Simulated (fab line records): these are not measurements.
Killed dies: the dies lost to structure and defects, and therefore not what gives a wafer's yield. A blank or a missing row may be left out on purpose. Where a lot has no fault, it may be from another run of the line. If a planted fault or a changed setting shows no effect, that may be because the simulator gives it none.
Which tool did it? || flow n5_finfet || 10 lots (30 wafers sampled), 1 step of a 1938-step route

== WHAT THE GAUGES READ, wafer by wafer ==
N5_BEOL_M10_OVL_MEAS_29.
{"lot": "L600", "measured": "day 13 02:25", "on": "overlay-02", "V9_OVL (nm)": "0.4 0.7 -0.5"}
{"lot": "L603", "measured": "day 13 23:44", "on": "overlay-02", "V9_OVL (nm)": "-0.8 -0.8 -0.7"}
{"lot": "L607", "measured": "day 14 19:44", "on": "overlay-01", "V9_OVL (nm)": "0.3 -0.2 0.2"}
{"lot": "L609", "measured": "day 14 22:35", "on": "overlay-01", "V9_OVL (nm)": "-0.1 -0.4 0.0"}
{"lot": "L611", "measured": "day 15 09:56", "on": "overlay-02", "V9_OVL (nm)": "-0.8 -0.4 0.0"}
{"lot": "L613", "measured": "day 16 00:10", "on": "overlay-01", "V9_OVL (nm)": "0.1 0.2 0.3"}
{"lot": "L614", "measured": "day 16 11:01", "on": "overlay-01", "V9_OVL (nm)": "-0.5 -0.2 -0.7"}
{"lot": "L615", "measured": "day 16 11:22", "on": "overlay-02", "V9_OVL (nm)": "-0.4 -0.4 -1.0"}
{"lot": "L616", "measured": "day 16 14:31", "on": "overlay-02", "V9_OVL (nm)": "-1.7 -1.0 -1.1"}
{"lot": "L622", "measured": "day 17 23:34", "on": "overlay-01", "V9_OVL (nm)": "-1.7 -1.2 -0.6"}

== WHICH TOOL RAN EACH LOT (tool, then ch and the chambers of the sampled wafers, then the start) ==
Before these readings, the record contains no process step.

== AS READ BY THE TOOLS THEMSELVES (means over the sampled wafers that have a number; for cases with no such wafer, the mark the record gives instead) ==
The record holds no such reading with a usual standard deviation.

== THE ANSWER, worked out from the rows above alone ==
Rule: the lots themselves supply what counts as usual. The widest of any qualifying gaps counts: lots, ordered by their means at a reading, are off when they make up no more than a third of the lots, leave a main group of 4 or more, and stand apart from it by 3 or more times the standard deviation of that group's means. A main group whose means are all the same, to the digits that the tables above print for the reading, isn't used. Also off: a lot with no number at a reading for which 4 or more lots have one. The other lots that the step has rows for count as sound. Order of review: gauges by route order, followed by the tools' own readings, for which a lot's mean as printed above is used. At the first step where some lot is off, the reading lying furthest off is the one used; lots without a number count as furthest.
Nothing can be told from this: no lot is off at any reading shown.

== WHAT HAD BEEN PUT IN BY THE SIMULATOR ==
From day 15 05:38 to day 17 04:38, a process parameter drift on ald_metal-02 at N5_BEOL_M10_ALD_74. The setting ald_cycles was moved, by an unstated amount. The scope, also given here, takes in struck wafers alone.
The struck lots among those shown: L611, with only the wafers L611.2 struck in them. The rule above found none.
